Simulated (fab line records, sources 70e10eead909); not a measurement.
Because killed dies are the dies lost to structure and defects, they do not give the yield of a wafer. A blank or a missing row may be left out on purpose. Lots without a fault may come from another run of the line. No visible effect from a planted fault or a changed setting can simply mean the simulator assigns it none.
Comparing a struck lot with a sound one    flow nand_harc    23 steps out of a route of 1159
Sound: the wafers L930.1, L930.2, L930.6. Struck: wafers L948.1, L948.5 (left out: L948.4, a lot-mate that was not struck); the cause follows at the end.
Per side, at each step with rows, come the tool, then ch with its chambers, and then its first start. Under that, the readings that differ: sound wafers    struck wafers    difference of the means    sigmas: that difference in standard deviations of wafers without a fault.
alike: words and numbers the same on both sides, and readings whose means are apart by under 2 such deviations; not compared: readings that were withheld, readings missing a value for some wafer, numbers with overlapping values and no deviation given by the record, and bounds like >300 which may hide the same value.
Wherever a step has rows on one side only, a row that says differs or no value, or a row with sigmas, the two part there. When numbers do not overlap yet have no deviation, they are printed without sigmas and do not part them. A reading missing from all wafers of one side parts the sides only when that side holds two or more wafers.

NHARC_A_M0_INSPECT_27:
  struck on defect_inspect-01, day 23 09:27; sound on defect_inspect-01, day 18 15:52
  alike: raw_defect_count
NHARC_A_M0_PRE_CLEAN_31: time 12 s.
  sound on pecvd-02 ch 0,1, day 18 16:27; struck on pecvd-02 ch 0, day 23 09:32
  alike: heater_power_outer_w, heater_power_w
  not compared: since_wet_clean_h
NHARC_A_M0_DEP_32: deposits SiCN, target thk 30 nm.
  sound on pecvd-02 ch 0,1, day 18 16:32; struck on pecvd-02 ch 0, day 23 09:41
  alike: heater_power_outer_w, heater_power_w
  not compared: since_wet_clean_h
then, 8 steps without rows for these wafers: NHARC_A_M1_DEP_00 (deposits SiOC, target thk 182.5 nm); NHARC_A_M1_DEHYDRATE_01 (time 120 s); NHARC_A_M1_HMDS_02 (time 30 s); NHARC_A_M1_COAT_34 (time 65 s); NHARC_A_M1_COAT_03 (resist thk 90 nm); NHARC_A_M1_SOFTBAKE_04 (time 55 s); NHARC_A_M1_EBR_05; NHARC_A_M1_EXPOSE_06 (exposes mask A M1, target cd 120 nm).
NHARC_A_M1_PEB_07: peb time 65 s.
  sound on litho_track-04 ch 0, day 18 17:40; struck on litho_track-01 ch 0, day 23 10:44
reading                   sound              struck       difference  sigmas
heater_power_total_W (W)  157.0 157.0 157.1  395.8 396.1  +238.9      +99 or more
then, 1 step without rows for these wafers: NHARC_A_M1_DEVELOP_08 (develop time 35 s).
NHARC_A_M1_CD_MEAS_09: the cd target is 120 nm.
  sound on cd_sem-02 ch 0, day 18 17:45; struck on cd_sem-01 ch 0, day 23 10:49
reading     sound              struck     difference  sigmas
cd_nm (nm)  121.1 119.7 119.4  35.8 37.3  -83.5       -99 or more
NHARC_A_M1_OVL_MEAS_10: pitch 240 nm.
  struck on overlay-01, day 23 10:55; sound on overlay-01, day 18 17:50
  alike: overlay_x_nm, overlay_y_nm
NHARC_A_M1_INSPECT_11:
  struck on defect_inspect-02, day 23 10:56; sound on defect_inspect-01, day 18 17:53
  alike: raw_defect_count
NHARC_A_M1_DESCUM_14: chemistry O2, time 3 s.
  sound on rie_diel-09 ch 0,1,2, day 18 17:56; struck on rie_diel-07 ch 1,2, day 23 11:00
reading                sound              struck       difference  sigmas
model.A_M1.cd_nm (nm)  119.2 118.8 119.1  36.54 38.77  -81.38      
  alike: drypump_motor_current_A, o2_flow_sccm, oes_product_au, rf_vpp_V, showerhead_plenum_p_Torr, throttle_valve_pct
  not compared: rf_hours_counter_h
NHARC_A_M1_ETCH_35: etches the open film in N2/H2, target depth 40 nm, overetch 12 nm, time 43.94 s.
  sound on rie_diel-09 ch 0,2, day 18 18:02; struck on rie_diel-07 ch 0,2, day 23 11:06
  alike: drypump_motor_current_A, oes_product_au, rf_vpp_V, showerhead_plenum_p_Torr, throttle_valve_pct
  not compared: rf_hours_counter_h
NHARC_A_M1_ETCH_15: etches the open film in C4F8/Ar, target depth 182.5 nm, time 91.2 s.
  sound on rie_diel-09 ch 0,1; struck on rie_diel-07 ch 0,2
  alike: oes_product_au, rf_vpp_V
  not compared: rf_hours_counter_h
NHARC_A_M1_CD_MEAS_16:
  struck on cd_sem-03, day 23 11:19; sound on cd_sem-03, day 18 18:14
reading     sound              struck     difference  sigmas
cd_nm (nm)  119.5 118.2 118.7  36.2 39.9  -80.8       -73
NHARC_A_M1_STRIP_18: strips in N2/H2.
  sound on rie_diel-10 ch 1,2, day 18 18:20; struck on rie_diel-07 ch 0,3, day 23 11:26
  alike: drypump_motor_current_A, oes_product_au, rf_vpp_V, showerhead_plenum_p_Torr, throttle_valve_pct
  not compared: rf_hours_counter_h
NHARC_A_M1_ETCH_28: etches the open film in CF4/N2, target depth 30 nm, time 72.99 s.
  sound on rie_diel-10 ch 1,3; struck on rie_diel-07 ch 0,3
reading                sound              struck       difference  sigmas
model.A_M1.cd_nm (nm)  120.3 118.5 119.2  36.84 39.99  -80.92      
  alike: drypump_motor_current_A, oes_product_au, rf_vpp_V, showerhead_plenum_p_Torr, throttle_valve_pct
  not compared: rf_hours_counter_h
then, 1 step without rows for these wafers: NHARC_A_M1_STRIP_19 (strips in post etch residue remover, time 600 s).

## WHERE THEY PART
Earliest at NHARC_A_M1_PEB_07; latest, in this record, at NHARC_A_M1_CD_MEAS_16. Later steps at which nothing parts them and some readings are alike: NHARC_A_M1_STRIP_18, NHARC_A_M1_ETCH_28.

WHY: whatever the simulator had introduced
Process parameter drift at NHARC_A_M1_PEB_07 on litho_track-01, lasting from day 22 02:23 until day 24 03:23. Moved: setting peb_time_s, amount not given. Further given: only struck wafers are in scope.
